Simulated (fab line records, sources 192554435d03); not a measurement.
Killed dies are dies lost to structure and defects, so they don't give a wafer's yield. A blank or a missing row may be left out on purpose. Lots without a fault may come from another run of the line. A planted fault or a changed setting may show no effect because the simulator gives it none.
One fault seen from 3 desks | flow n5_finfet | each desk has only its own numbers; what lay behind them comes last

THE METROLOGY DESK
What the gauges read, lot by lot, whatever tool the lot ran on: means of the sampled wafers that have a number. A lot is out of limits, marked OUT, if its mean lies more than 4 standard deviations from the usual mean; the brackets give that distance. Of its 11 readings 7 are shown: the one that was out of limits first, and those that lie furthest out on some lot.
Columns: A = DIBL_N at N5_BEOL_M4_RC_MEAS_101, usual 36.9 mV/V; B = ION_N at N5_BEOL_M4_RC_MEAS_101, usual 673 uA/um; C = ION_P at N5_BEOL_M4_RC_MEAS_101, usual 463 uA/um; D = SS_P at N5_BEOL_M4_RC_MEAS_101, usual 73.4 mV/dec; E = VT_N at N5_BEOL_M4_RC_MEAS_101, usual 250 mV; F = VT_P at N5_BEOL_M4_RC_MEAS_101, usual -250 mV; G = M14_THK at N5_BEOL_M14_THK_MEAS_50, usual 559 nm
lot  | first seen here | A    | B   | C   | D    | E   | F    | G
L867 | day 8 18:08     | 36.7 | 676 | 466 | 73.1 | 249 | -249 | 558
L868 | day 9 02:05     | 36.7 | 664 | 451 | 72.6 | 251 | -255 | 551
L871 | day 10 02:21    | 38.2 | 672 | 463 | 73.5 | 248 | -249 | 556
L875 | day 11 02:36    | 37.2 | 671 | 466 | 73.3 | 250 | -249 | 798 (+20) OUT
L877 | day 11 14:43    | 38.3 | 688 | 467 | 73.5 | 245 | -248 | 794 (+20) OUT
L878 | day 11 14:55    | 37.7 | 683 | 469 | 73.4 | 249 | -249 | 557
L879 | day 11 21:56    | 35.6 | 667 | 461 | 73.2 | 253 | -254 | 711 (+13) OUT
L883 | day 13 03:25    | 38.3 | 684 | 469 | 73.2 | 250 | -250 | 556
L886 | day 13 19:45    | 38.5 | 668 | 457 | 74.0 | 253 | -253 | 562
This desk's finding: out of limits on L875, L877, L879; first on L875, day 14 15:41 (M14_THK at N5_BEOL_M14_THK_MEAS_50). In limits: L867, L868, L871, L878, L883, L886.

THE TOOL OWNER'S DESK: cmp-01
The tool's own readings at N5_BEOL_M14_CMP_49 (polishes, stops on SiO2, t overpolish 5.2 s, target thk 560 nm): means of the sampled wafers that have a number, for each lot that ran on this tool. A lot is out of limits, marked OUT, if its mean lies more than 4 standard deviations from the usual mean; the brackets give that distance.
Columns: A = barrier_field_endpoint_s at N5_BEOL_M14_CMP_49, usual 11.40 s; B = motor_current_A at N5_BEOL_M14_CMP_49, usual 8.0 A; C = overpolish_run_s at N5_BEOL_M14_CMP_49, usual 5.201 s; D = slurry_flow_ml_min at N5_BEOL_M14_CMP_49, usual 150.0; E = time_to_endpoint_s at N5_BEOL_M14_CMP_49, usual 122 s
lot  | first seen here | A               | B   | C                       | D     | E
L867 | day 12 11:03    | 12.00           | 7.7 | 5.194                   | 149.7 | 128
L871 | day 13 14:44    | 11.71           | 8.0 | 5.198                   | 150.7 | 126
L875 | day 14 15:28    | 17.45 (+22) OUT | 7.5 | 3.854 (-99 or more) OUT | 150.1 | 140 (+4.3) OUT
L879 | day 15 11:16    | 15.39 (+14) OUT | 7.9 | 4.498 (-85) OUT         | 150.2 | 134
L877 | day 15 11:37    | 16.79 (+19) OUT | 8.1 | 4.460 (-89) OUT         | 149.6 | 140 (+4.3) OUT
This desk's finding: out of limits on L875, L877, L879; first on L875, day 14 15:28 (barrier_field_endpoint_s at N5_BEOL_M14_CMP_49). In limits: L867, L871.

THE DEFECT DESK
What the inspections along the route counted, lot by lot: means of the sampled wafers that have a number. A lot is out of limits, marked OUT, if its mean lies more than 4 standard deviations from the usual mean; the brackets give that distance.
Columns: A = raw_defect_count at N5_BEOL_M14_INSPECT_55, usual 74
lot  | first seen here | A
L867 | day 12 11:30    | 87
L868 | day 12 11:38    | 43
L871 | day 13 15:08    | 65
L875 | day 14 15:50    | 3276 (+99 or more) OUT
L878 | day 15 03:10    | 76
L879 | day 15 11:38    | 2240 (+90) OUT
L877 | day 15 12:06    | 3307 (+99 or more) OUT
L883 | day 16 12:02    | 110
L886 | day 17 11:58    | 69
This desk's finding: out of limits on L875, L877, L879; first on L875, day 14 15:50 (raw_defect_count at N5_BEOL_M14_INSPECT_55). In limits: L867, L868, L871, L878, L883, L886.

PUT TOGETHER
The tool owner's desk could have raised an alarm at day 14 15:28, on L875, L877, L879.
The metrology desk could have raised an alarm at day 14 15:41, on L875, L877, L879.
The defect desk could have raised an alarm at day 14 15:50, on L875, L877, L879.
Of the lots named, all ran N5_BEOL_M14_CMP_49 on cmp-01.

WHAT THE SIMULATOR HAD PUT IN
Process parameter drift: cmp-01, from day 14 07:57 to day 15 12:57, at N5_BEOL_M14_CMP_49. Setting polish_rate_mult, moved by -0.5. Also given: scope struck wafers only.
Lots struck among those shown: L875, L877, L879.
Hours from the fault's start to each desk's first reading out of limits: the tool owner's desk, 8; the metrology desk, 8; the defect desk, 8.
